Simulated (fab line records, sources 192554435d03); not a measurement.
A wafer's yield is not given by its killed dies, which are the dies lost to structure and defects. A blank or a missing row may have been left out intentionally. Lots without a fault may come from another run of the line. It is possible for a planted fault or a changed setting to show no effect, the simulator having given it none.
fab line records	flow n5-finfet	part 1 of 2: steps 1 to 19 of 24
record: lots: 5	wafers: 15	last-day: 18
route steps=1938 shown BEOL_M2@868
lots that met no fault: from a run of the same line without faults
start-h: hours from the record's first day to the start of the lot's first wafer shown	wait-h: hours from the lot's prior step to this one	" as in the row above	L1.1+2: one row covering several wafers at once	- no value, or no start was given	* or withheld: withheld	< > ~ a bound
route shown NAME@n: names a module that has steps shown in the file, with the first one's number in the route	usual: mean and standard deviation over wafers with no fault	same: alike in all rows	chamber/n: place in a boat	sites: per-site readings	_std_site: the values' standard deviation	_edge_site: inner sites' mean taken away from outer sites' mean	radius-mm: how far each site lies from the wafer's centre	mask NAME#n: copy n	behind: the most recent tool/chamber to have shaped the wafer	hold: cause of the lot's hold/its duration in hours/its outcome	device: the n, p or np transistor that did not switch	end of line: tests of these same wafers at the route's end	for a step that has no rows: nothing shown but its recipe	killed: count of dies lost to structure and defects at first sort (not the wafer's yield)	map: the dies of a wafer, with x for killed, . for not killed, _ for no die there
set.NAME: the setting that was run; set.NAME@STEP: the one run at that earlier step	model.NAME: the simulator's own value behind a step, which no gauge read
lots seen at some steps along the route; tables by step, rows by wafer
services: from which hour (start-h, from the record's first day; less than 0 if before it) a tool's chamber was out of use, for how many hours, and why
== steps ==
step: N5_BEOL_M2_COAT_68
recipe: resist: SiARC	temp-c: 220	time-s: 60	spin-rpm: 1500	resist-thk-nm: 12
usual: plate-temp-C: 220.01/0.18
lot.wafer	tool	chamber	start-h	wait-h	plate-temp-C
L078.1	litho-track-03	0	-	-	220.29
L078.2	"	0	"	"	219.84
L078.4	"	0	"	"	219.94
L080.3	litho-track-04	0	-	-	220.23
L080.5	"	0	"	"	219.91
L080.6	"	0	"	"	219.83
L088.2	litho-track-04	0	-	-	219.98
L088.5	"	0	"	"	220.18
L088.6	"	0	"	"	220.33
L097.1	litho-track-03	0	-	-	220.19
L097.3	"	0	"	"	220.26
L097.5	"	0	"	"	220.29
L096.3	litho-track-04	0	-	-	219.69
L096.5	"	0	"	"	219.50
L096.6	"	0	"	"	219.96
step: N5_BEOL_M2_COAT_76
recipe: resist: underlayer	temp-c: 205	time-s: 60	spin-rpm: 1500	resist-thk-nm: 5
usual: plate-temp-C: 204.98/0.15
lot.wafer	tool	chamber	start-h	wait-h	plate-temp-C
L078.1	litho-track-03	0	-	-	205.05
L078.2	"	0	"	"	205.09
L078.4	"	0	"	"	205.20
L080.3	litho-track-04	0	-	-	205.18
L080.5	"	0	"	"	204.92
L080.6	"	0	"	"	205.13
L088.2	litho-track-04	0	-	-	205.11
L088.5	"	0	"	"	205.10
L088.6	"	0	"	"	205.09
L097.1	litho-track-03	0	-	-	204.61
L097.3	"	0	"	"	204.89
L097.5	"	0	"	"	204.94
L096.3	litho-track-04	0	-	-	204.98
L096.5	"	0	"	"	204.95
L096.6	"	0	"	"	205.04
step: N5_BEOL_M2_COAT_22
recipe: resist: CAR-EUV	spin-rpm: 1500	resist-thk-nm: 30
lot.wafer	tool	chamber	start-h	wait-h
L078.1+2+4	litho-track-03	0	-	-
L080.3+5+6	litho-track-04	0	-	-
L088.2+5+6	litho-track-04	0	-	-
L097.1+3+5	litho-track-03	0	-	-
L096.3+5+6	litho-track-04	0	-	-
step: N5_BEOL_M2_EBR_24
recipe: solvent: PGMEA	ebr-width-mm: 1.5
lot.wafer	tool	chamber	start-h	wait-h
L078.1+2+4	litho-track-03	0	-	-
L080.3+5+6	litho-track-04	0	-	-
L088.2+5+6	litho-track-04	0	-	-
L097.1+3+5	litho-track-03	0	-	-
L096.3+5+6	litho-track-04	0	-	-
step: N5_BEOL_M2_SOFTBAKE_23
recipe: temp-c: 110	time-s: 60	resist: CAR-EUV
usual: plate-temp-C: 109.98/0.12
lot.wafer	tool	chamber	start-h	wait-h	plate-temp-C
L078.1	litho-track-03	0	-	-	110.17
L078.2	"	0	"	"	109.95
L078.4	"	0	"	"	109.93
L080.3	litho-track-04	0	-	-	110.17
L080.5	"	0	"	"	110.05
L080.6	"	0	"	"	109.92
L088.2	litho-track-04	0	-	-	109.97
L088.5	"	0	"	"	110.03
L088.6	"	0	"	"	109.82
L097.1	litho-track-03	0	-	-	110.05
L097.3	"	0	"	"	109.79
L097.5	"	0	"	"	110.09
L096.3	litho-track-04	0	-	-	109.80
L096.5	"	0	"	"	109.87
L096.6	"	0	"	"	109.97
step: N5_BEOL_M2_EXPOSE_25
recipe: mask-id: V1	na: 0.33	source-shape: quasar	sigma-inner: 0.2	sigma-outer: 0.8	polarization: unpolarized	defocus-nm: 5	dose-mj: 63
same: dipole-opening-deg: 30
lot.wafer	tool	chamber	start-h	wait-h	mask
L078.1+2+4	euv-scanner-01	0	157.18	-	V1#0
L080.3+5+6	euv-scanner-02	0	169.84	-	V1#0
L088.2+5+6	euv-scanner-01	0	225.78	-	V1#0
L097.1+3+5	euv-scanner-02	0	268.21	-	V1#0
L096.3+5+6	euv-scanner-01	0	268.44	-	V1#0
step: N5_BEOL_M2_PEB_26
recipe: peb-temp-c: 100	peb-time-s: 60	resist: CAR-EUV
usual: plate-temp-C: 100.01/0.12
lot.wafer	tool	chamber	start-h	wait-h	plate-temp-C
L078.1	litho-track-02	0	157.26	0.1	100.14
L078.2	"	0	"	"	100.04
L078.4	"	0	"	"	99.97
L080.3	litho-track-04	0	169.90	0.1	99.98
L080.5	"	0	"	"	99.91
L080.6	"	0	"	"	99.87
L088.2	litho-track-02	0	225.85	0.1	100.13
L088.5	"	0	"	"	100.04
L088.6	"	0	"	"	100.10
L097.1	litho-track-02	0	268.28	0.1	99.82
L097.3	"	0	"	"	100.24
L097.5	"	0	"	"	100.04
L096.3	litho-track-02	0	268.50	0.1	100.02
L096.5	"	0	"	"	100.02
L096.6	"	0	"	"	100.02
step: N5_BEOL_M2_DEVELOP_27
recipe: develop-time-s: 30	developer: TMAH	resist: CAR-EUV	rinse-liquid: surfactant-rinse	dry: air-spin	dev-temp-c: 23
lot.wafer	tool	chamber	start-h	wait-h
L078.1+2+4	litho-track-02	0	-	-
L080.3+5+6	litho-track-04	0	-	-
L088.2+5+6	litho-track-02	0	-	-
L097.1+3+5	litho-track-02	0	-	-
L096.3+5+6	litho-track-02	0	-	-
step: N5_BEOL_M2_CD_MEAS_28
recipe: target-cd-nm: 26.2	landing-energy-ev: 500	detector: se-inlens	target-cd-y-nm: 24.1	polarity: opening
usual: cd-nm: 26.16/0.28
lot.wafer	tool	chamber	start-h	wait-h	cd-nm
L078.1	cd-sem-01	0	157.33	-	26.32
L078.2	"	0	"	"	26.19
L078.4	"	0	"	"	26.48
L080.3	cd-sem-03	0	169.97	-	26.02
L080.5	"	0	"	"	25.85
L080.6	"	0	"	"	26.02
L088.2	cd-sem-03	0	225.92	-	26.27
L088.5	"	0	"	"	26.61
L088.6	"	0	"	"	26.57
L097.1	cd-sem-03	0	268.35	-	26.63
L097.3	"	0	"	"	26.23
L097.5	"	0	"	"	26.53
L096.3	cd-sem-01	0	268.57	-	26.29
L096.5	"	0	"	"	26.53
L096.6	"	0	"	"	26.13
step: N5_BEOL_M2_OVL_MEAS_29
recipe: points-per-wafer: 522
usual: V1_OVL: 0.1/0.63
lot.wafer	tool	chamber	start-h	wait-h	V1_OVL[nm]
L078.1	overlay-01	0	157.36	0.0	1.1
L078.2	"	0	"	"	0.7
L078.4	"	0	"	"	0.5
L080.3	overlay-02	0	170.01	0.0	-0.6
L080.5	"	0	"	"	-0.7
L080.6	"	0	"	"	0.0
L088.2	overlay-02	0	225.95	0.0	0.3
L088.5	"	0	"	"	0.1
L088.6	"	0	"	"	-0.9
L097.1	overlay-01	0	268.38	0.0	-0.2
L097.3	"	0	"	"	0.0
L097.5	"	0	"	"	0.5
L096.3	overlay-01	0	268.61	0.0	1.0
L096.5	"	0	"	"	0.6
L096.6	"	0	"	"	0.3
step: N5_BEOL_M2_INSPECT_30
recipe: mode: adi	inspect-instrument: brightfield
usual: raw-defect-count: 413/120
lot.wafer	tool	chamber	start-h	wait-h	raw-defect-count
L078.1	defect-inspect-01	-	157.42	0.1	382
L078.2	"	-	"	"	471
L078.4	"	-	"	"	411
L080.3	defect-inspect-02	-	170.05	0.0	359
L080.5	"	-	"	"	298
L080.6	"	-	"	"	513
L088.2	defect-inspect-02	-	226.00	0.0	356
L088.5	"	-	"	"	326
L088.6	"	-	"	"	340
L097.1	defect-inspect-01	-	268.44	0.1	509
L097.3	"	-	"	"	440
L097.5	"	-	"	"	308
L096.3	defect-inspect-01	-	268.66	0.0	357
L096.5	"	-	"	"	361
L096.6	"	-	"	"	332
step: N5_BEOL_M2_DESCUM_33
recipe: chemistry: O2	time-s: 7	source-power-w: 50	bias-power-w: 20	pressure-mtorr: 20	rf-frequency-hz: 2.712e+07	temp-c: 40	resist: CAR-EUV	o2-flow-sccm: 225
usual: chamber-pressure-mTorr: 20.003/0.019	drypump-motor-current-A: 5.6/0.46	oes-product-au: 0.80/0.096	rf-vpp-V: 242.9/1.6	showerhead-plenum-p-Torr: 2.09/0.079	throttle-valve-pct: 20.42/0.19
lot.wafer	tool	chamber	start-h	wait-h	chamber-pressure-mTorr	drypump-motor-current-A	oes-product-au	rf-hours-counter-h	rf-vpp-V	showerhead-plenum-p-Torr	throttle-valve-pct
L078.1	rie-diel-04	1	157.49	0.1	20.033	6.2	0.72	175	241.9	2.09	20.54
L078.2	"	2	"	"	20.018	5.7	0.81	98	243.3	2.03	20.40
L078.4	"	0	"	"	19.967	5.5	0.68	244	243.1	2.15	20.44
L080.3	rie-diel-04	2	170.09	0.0	20.005	5.7	0.81	103	241.4	2.03	20.40
L080.5	"	0	"	"	20.025	5.5	0.67	-	244.1	2.15	20.46
L080.6	"	1	"	"	20.008	6.2	0.71	-	243.5	2.09	20.55
L088.2	rie-diel-04	0	226.26	0.3	19.991	5.5	1.00	1	244.1	2.14	20.05
L088.5	"	3	"	"	19.995	5.4	0.96	-	244.0	2.14	20.16
L088.6	"	2	"	"	20.024	5.7	0.79	-	241.1	2.02	20.45
L097.1	rie-diel-04	2	268.47	0.0	19.994	5.7	0.77	143	241.3	2.02	20.47
L097.3	"	3	"	"	20.004	5.4	0.91	29	244.1	2.13	20.17
L097.5	"	3	"	"	20.005	5.4	0.92	-	244.1	2.13	20.18
L096.3	rie-diel-04	1	268.72	0.1	20.002	6.2	0.69	215	243.5	2.07	20.61
L096.5	"	0	"	"	19.969	5.5	0.93	-	243.5	2.14	20.08
L096.6	"	1	"	"	20.004	6.2	0.69	-	241.7	2.07	20.59
step: N5_BEOL_M2_ETCH_77
recipe: chemistry: N2/H2	target: underlayer	target-depth-a: 65	mask-material: CAR-EUV	time-s: 5.2	ion-energy-ev: 200	pressure-mtorr: 30	source-w: 840	bias-w: 150	n2-flow-sccm: 200	h2-flow-sccm: 200	ends: cleared
usual: chamber-pressure-mTorr: 30.01/0.044	drypump-motor-current-A: 5.6/0.46	etch-rf-on-time-s: 5.18/0.11	oes-product-au: 0.68/0.082	rf-vpp-V: 523.6/2.7	showerhead-plenum-p-Torr: 2.54/0.088	throttle-valve-pct: 17.84/0.22
lot.wafer	tool	chamber	start-h	wait-h	chamber-pressure-mTorr	drypump-motor-current-A	etch-rf-on-time-s	oes-product-au	rf-hours-counter-h	rf-vpp-V	showerhead-plenum-p-Torr	throttle-valve-pct
L078.1	rie-diel-04	1	157.52	0.0	30.03	6.2	5.42	0.61	175	525.0	2.55	18.06
L078.2	"	2	"	"	30.00	5.7	5.14	0.69	98	523.4	2.46	17.85
L078.4	"	0	"	"	30.02	5.5	5.20	0.58	244	524.0	2.61	17.86
L080.3	rie-diel-04	2	170.12	0.0	29.93	5.7	5.06	0.69	103	524.2	2.46	17.86
L080.5	"	0	"	"	30.01	5.5	5.10	0.58	-	525.8	2.61	17.87
L080.6	"	1	"	"	29.94	6.2	5.22	0.61	-	524.8	2.55	18.05
L088.2	rie-diel-04	0	226.29	0.0	30.02	5.5	4.95	0.85	1	525.2	2.61	17.41
L088.5	"	3	"	"	29.95	5.4	4.96	0.84	-	524.9	2.59	17.47
L088.6	"	2	"	"	30.01	5.7	5.09	0.68	-	519.9	2.45	17.91
L097.1	rie-diel-04	2	268.51	0.0	29.98	5.7	5.12	0.66	143	522.6	2.44	17.95
L097.3	"	3	"	"	30.02	5.4	5.06	0.78	29	524.6	2.58	17.49
L097.5	"	3	"	"	30.04	5.4	5.05	0.80	-	524.4	2.58	17.53
L096.3	rie-diel-04	1	268.75	0.0	30.06	6.2	5.31	0.59	215	523.3	2.54	18.12
L096.5	"	0	"	"	29.93	5.5	5.03	0.80	-	523.7	2.60	17.47
L096.6	"	1	"	"	30.01	6.2	5.30	0.59	-	522.3	2.54	18.13
step: N5_BEOL_M2_ETCH_69
recipe: chemistry: CF4	target: SiARC	target-depth-a: 156	mask-material: CAR-EUV	time-s: 26	ion-energy-ev: 80	pressure-mtorr: 40	source-w: 545	bias-w: 36	Ar_flow_sccm: 100	cf4-flow-sccm: 100	ends: cleared
usual: cf4-flow-sccm: 100.0/0.3	chamber-pressure-mTorr: 40.00/0.033	drypump-motor-current-A: 5.6/0.46	etch-rf-on-time-s: 25.9/0.6	mfc-ar-sccm: 100.0/0.31	oes-product-au: 0.68/0.083	rf-vpp-V: 183.9/1.3	showerhead-plenum-p-Torr: 2.14/0.075	throttle-valve-pct: 15.60/0.18
lot.wafer	tool	chamber	start-h	wait-h	cf4-flow-sccm	chamber-pressure-mTorr	drypump-motor-current-A	etch-rf-on-time-s	mfc-ar-sccm	oes-product-au	rf-hours-counter-h	rf-vpp-V	showerhead-plenum-p-Torr	throttle-valve-pct
L078.1	rie-diel-04	1	157.54	0.0	100.2	40.01	6.2	26.5	99.9	0.62	175	184.2	2.13	15.68
L078.2	"	2	"	"	100.1	39.94	5.7	26.6	99.7	0.69	98	183.6	2.08	15.52
L078.4	"	0	"	"	99.8	40.03	5.5	25.6	99.9	0.59	244	183.7	2.21	15.71
L080.3	rie-diel-04	2	170.14	0.0	99.9	39.98	5.7	25.8	100.9	0.69	103	183.0	2.07	15.52
L080.5	"	0	"	"	100.2	39.98	5.5	25.5	99.9	0.59	-	184.9	2.20	15.73
L080.6	"	1	"	"	99.6	39.94	6.2	26.5	100.4	0.61	-	182.9	2.13	15.70
L088.2	rie-diel-04	0	226.31	0.0	100.2	39.98	5.4	24.8	99.7	0.86	1	183.9	2.20	15.22
L088.5	"	3	"	"	100.6	40.00	5.4	25.0	100.0	0.83	-	183.3	2.19	15.30
L088.6	"	2	"	"	100.1	40.02	5.7	25.7	100.0	0.67	-	183.3	2.07	15.57
L097.1	rie-diel-04	2	268.53	0.0	99.7	40.03	5.7	26.0	99.8	0.66	143	184.0	2.06	15.61
L097.3	"	3	"	"	99.9	39.92	5.4	25.2	100.4	0.79	29	186.3	2.18	15.35
L097.5	"	3	"	"	100.0	39.99	5.4	24.9	99.6	0.80	-	185.2	2.18	15.35
L096.3	rie-diel-04	1	268.77	0.0	100.0	39.96	6.2	26.2	99.9	0.60	215	185.7	2.12	15.76
L096.5	"	0	"	"	99.8	40.05	5.4	24.5	99.3	0.81	-	185.1	2.19	15.27
L096.6	"	1	"	"	99.8	39.98	6.2	26.4	99.7	0.59	-	184.5	2.12	15.78
step: N5_BEOL_M2_ALD_98
recipe: material: SiO2	target-thk-a: 25	temp-c: 100	ald-precursor-family: BDEAS	ald-co-reactant: O2-plasma	pulse-time-s: 1	co-reactant-pulse-time-s: 1	purge-time-s: 2	co-reactant-purge-time-s: 2	ald-cycles: 17	pressure-torr: 2
usual: heater-power-outer-w: 41/6.5	heater-power-w: 78/9.9	precursor-pulse-height-rel: 1.002/0.019
same: ald-cycles: 17	pulse-time-s: 1
lot.wafer	tool	chamber	start-h	wait-h	heater-power-outer-w	heater-power-w	precursor-pulse-height-rel
L078.1	ald-sin-02	3	158.48	0.9	44	80	0.982
L078.2	"	2	"	"	32	68	1.015
L078.4	"	0	"	"	43	83	1.013
L080.3	ald-sin-02	3	170.60	0.4	44	81	1.005
L080.5	"	3	"	"	45	82	1.003
L080.6	"	2	"	"	32	67	0.982
L088.2	ald-sin-04	3	226.39	0.1	39	73	1.004
L088.5	"	2	"	"	45	81	0.984
L088.6	"	1	"	"	37	72	0.988
L097.1	ald-sin-01	1	268.90	0.3	50	98	1.002
L097.3	"	3	"	"	37	72	1.012
L097.5	"	3	"	"	37	73	1.001
L096.3	ald-sin-01	0	269.00	0.2	32	67	0.994
L096.5	"	0	"	"	32	68	1.027
L096.6	"	3	"	"	36	70	0.987
step: N5_BEOL_M2_ETCHBACK_99
recipe: chemistry: CHF3	target: SiO2	target-depth-a: 50	time-s: 10.4	source-w: 215	bias-w: 47	Ar_flow_sccm: 200	CHF3_flow_sccm: 12	ion-energy-ev: 100	pressure-mtorr: 30
usual: chamber-pressure-mTorr: 30.001/0.028	drypump-motor-current-A: 5.5/0.46	mfc-ar-sccm: 200.0/0.54	oes-product-au: 0.78/0.09	rf-vpp-V: 241/4.6	showerhead-plenum-p-Torr: 2.13/0.079	throttle-valve-pct: 17.08/0.2
lot.wafer	tool	chamber	start-h	wait-h	chamber-pressure-mTorr	drypump-motor-current-A	mfc-ar-sccm	oes-product-au	rf-hours-counter-h	rf-vpp-V	showerhead-plenum-p-Torr	throttle-valve-pct
L078.1	rie-diel-01	3	160.59	2.1	29.952	5.9	198.7	0.77	120	247	2.15	17.15
L078.2	"	1	"	"	29.976	5.1	200.6	0.71	212	238	2.05	17.30
L078.4	"	0	"	"	30.006	5.7	200.2	0.82	-	238	2.08	16.77
L080.3	rie-diel-04	1	172.12	1.5	29.987	6.2	199.5	0.72	181	241	2.14	17.19
L080.5	"	2	"	"	30.029	5.7	200.2	0.81	-	248	2.08	17.01
L080.6	"	0	"	"	29.983	5.5	199.8	0.68	-	234	2.21	17.15
L088.2	rie-diel-03	0	226.54	0.1	29.987	5.1	200.5	0.86	72	249	2.29	16.98
L088.5	"	2	"	"	29.986	6.2	199.8	0.71	-	242	2.15	17.23
L088.6	"	1	"	"	30.018	6.3	199.1	0.73	-	243	2.04	16.94
L097.1	rie-diel-04	3	271.63	2.7	29.963	5.4	199.5	0.93	30	241	2.20	16.86
L097.3	"	0	"	"	30.043	5.5	200.2	0.95	18	233	2.20	16.71
L097.5	"	2	"	"	30.011	5.7	199.9	0.78	-	248	2.07	17.10
L096.3	rie-diel-01	0	274.05	5.0	30.035	5.7	200.5	0.78	125	238	2.07	16.86
L096.5	"	3	"	"	29.977	5.9	199.6	0.74	-	249	2.14	17.22
L096.6	"	2	"	"	30.018	5.0	200.0	0.90	-	239	2.26	16.94
step: N5_BEOL_M2_ETCH_70
recipe: chemistry: N2/H2	target: SOC	target-depth-a: 800	overetch-a: 240	mask-material: SiARC	temp-c: 40	time-s: 130	ion-energy-ev: 200	pressure-mtorr: 30	source-w: 840	bias-w: 150	n2-flow-sccm: 200	h2-flow-sccm: 200
usual: chamber-pressure-mTorr: 30.000/0.027	drypump-motor-current-A: 5.5/0.46	oes-product-au: 0.58/0.063	rf-vpp-V: 523.3/2.7	showerhead-plenum-p-Torr: 2.52/0.09	throttle-valve-pct: 17.83/0.22
lot.wafer	tool	chamber	start-h	wait-h	chamber-pressure-mTorr	drypump-motor-current-A	oes-product-au	rf-hours-counter-h	rf-vpp-V	showerhead-plenum-p-Torr	throttle-valve-pct
L078.1	rie-diel-01	3	160.62	0.0	29.991	5.9	0.58	120	523.4	2.55	17.99
L078.2	"	1	"	"	29.988	5.1	0.53	212	519.6	2.43	18.12
L078.4	"	0	"	"	30.034	5.8	0.60	-	522.7	2.47	17.54
L080.3	rie-diel-04	1	172.15	0.0	30.005	6.2	0.54	181	524.4	2.55	18.03
L080.5	"	2	"	"	30.037	5.7	0.59	-	521.9	2.46	17.83
L080.6	"	0	"	"	30.010	5.5	0.50	-	527.1	2.61	17.81
L088.2	rie-diel-03	0	226.58	0.0	29.982	5.1	0.63	72	528.7	2.69	17.64
L088.5	"	2	"	"	29.957	6.2	0.52	-	523.9	2.51	17.81
L088.6	"	1	"	"	29.996	6.4	0.53	-	521.0	2.44	17.78
L097.1	rie-diel-04	3	271.67	0.0	30.017	5.4	0.67	30	525.3	2.58	17.46
L097.3	"	0	"	"	29.974	5.5	0.69	19	525.1	2.60	17.40
L097.5	"	2	"	"	29.993	5.7	0.57	-	520.9	2.44	17.89
L096.3	rie-diel-01	0	274.09	0.0	29.974	5.7	0.57	125	522.7	2.45	17.62
L096.5	"	3	"	"	29.981	5.9	0.54	-	523.8	2.53	18.06
L096.6	"	2	"	"	29.972	5.0	0.66	-	528.8	2.69	17.69
step: N5_BEOL_M2_STRIP_71
recipe: chemistry: N2/H2	temp-c: 40	n2-flow-sccm: 200	h2-flow-sccm: 200	rf-frequency-hz: 6e+07
lot.wafer	tool	chamber	start-h	wait-h
L078.1+2+4	rie-diel-01	3,1,0	160.71	0.0
L080.3+5+6	rie-diel-04	1,2,0	172.24	0.0
L088.2+5+6	rie-diel-03	0,2,1	226.66	0.0
L097.1+3+5	rie-diel-04	3,0,2	271.75	0.0
L096.3+5+6	rie-diel-01	0,3,2	274.17	0.0
step: N5_BEOL_M2_STRIP_78
recipe: chemistry: N2/H2	temp-c: 40	n2-flow-sccm: 200	h2-flow-sccm: 200	rf-frequency-hz: 6e+07
lot.wafer	tool	chamber	start-h	wait-h
L078.1+2+4	rie-diel-01	3,1,0	160.72	0.0
L080.3+5+6	rie-diel-04	1,2,0	172.25	0.0
L088.2+5+6	rie-diel-03	0,2,1	226.67	0.0
L097.1+3+5	rie-diel-04	3,0,2	271.76	0.0
L096.3+5+6	rie-diel-01	0,3,2	274.18	0.0
